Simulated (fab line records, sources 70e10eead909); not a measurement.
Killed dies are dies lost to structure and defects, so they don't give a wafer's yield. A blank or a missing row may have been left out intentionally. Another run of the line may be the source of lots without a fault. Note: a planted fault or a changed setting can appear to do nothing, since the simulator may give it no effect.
Which of the tools did it? ; flow nand harc ; route of 1302 steps, sampled at 1 step: 14 lots, 42 wafers

== WHAT THE GAUGES SHOWED, per wafer ==
NHARC_A_CHANNEL_HOLE_D1_CD_MEAS_30. Usual: 90.8 nm for cd nm, sd 1.5.
lot;measured;on;cd nm (nm);flag
L572;day 8 17:50;cd sem-02;89.4 91.1 89.8;
L573;day 9 01:37;cd sem-02;91.3 89.2 89.7;
L574;day 9 23:12;cd sem-03;93.0 93.4 93.6;
L577;day 10 13:14;cd sem-01;92.3 91.8 94.4;
L576;day 10 18:43;cd sem-03;92.6 90.8 91.5;
L579;day 11 07:41;cd sem-03;91.7 89.3 90.2;
L580;day 12 03:30;cd sem-03;91.5 92.3 92.4;
L582;day 13 02:55;cd sem-01;89.2 89.7 91.5;
L584;day 13 20:29;cd sem-02;89.1 90.6 89.7;
L587;day 14 22:28;cd sem-02;88.9 89.7 92.3;
L588;day 15 20:04;cd sem-03;91.5 90.9 90.5;
L589;day 16 00:17;cd sem-02;90.3 90.2 89.2;
L592;day 17 15:17;cd sem-01;88.8 90.5 90.0;
L594;day 17 20:23;cd sem-02;92.1 89.4 88.8;

== WHICH TOOL RAN EACH LOT (tool, then ch and the chambers of the sampled wafers, then the start) ==
There is no process step in the record ahead of these readings.

== AS READ BY THE TOOLS THEMSELVES (means over the sampled wafers that have a number; for cases with no such wafer, the mark the record gives instead) ==
The record holds no such reading with a usual standard deviation.

== THE ANSWER, worked out from the rows above alone ==
Rule: lot off if the mean of its wafers having a number is beyond 3 standard deviations from the usual mean. A lot without any number at a reading at which 4 lots or more have one is off too. Where the step has rows for the other lots, those lots are counted as sound. The gauges are gone through in route order, then the tools' own readings, and for those a lot's mean is taken as printed above. At the first step where some lot is off, the reading lying furthest off is the one used; lots without a number count as furthest.
No lot is off on any of the readings shown, so nothing can be concluded from this.

== WHAT THE SIMULATOR PUT IN ==
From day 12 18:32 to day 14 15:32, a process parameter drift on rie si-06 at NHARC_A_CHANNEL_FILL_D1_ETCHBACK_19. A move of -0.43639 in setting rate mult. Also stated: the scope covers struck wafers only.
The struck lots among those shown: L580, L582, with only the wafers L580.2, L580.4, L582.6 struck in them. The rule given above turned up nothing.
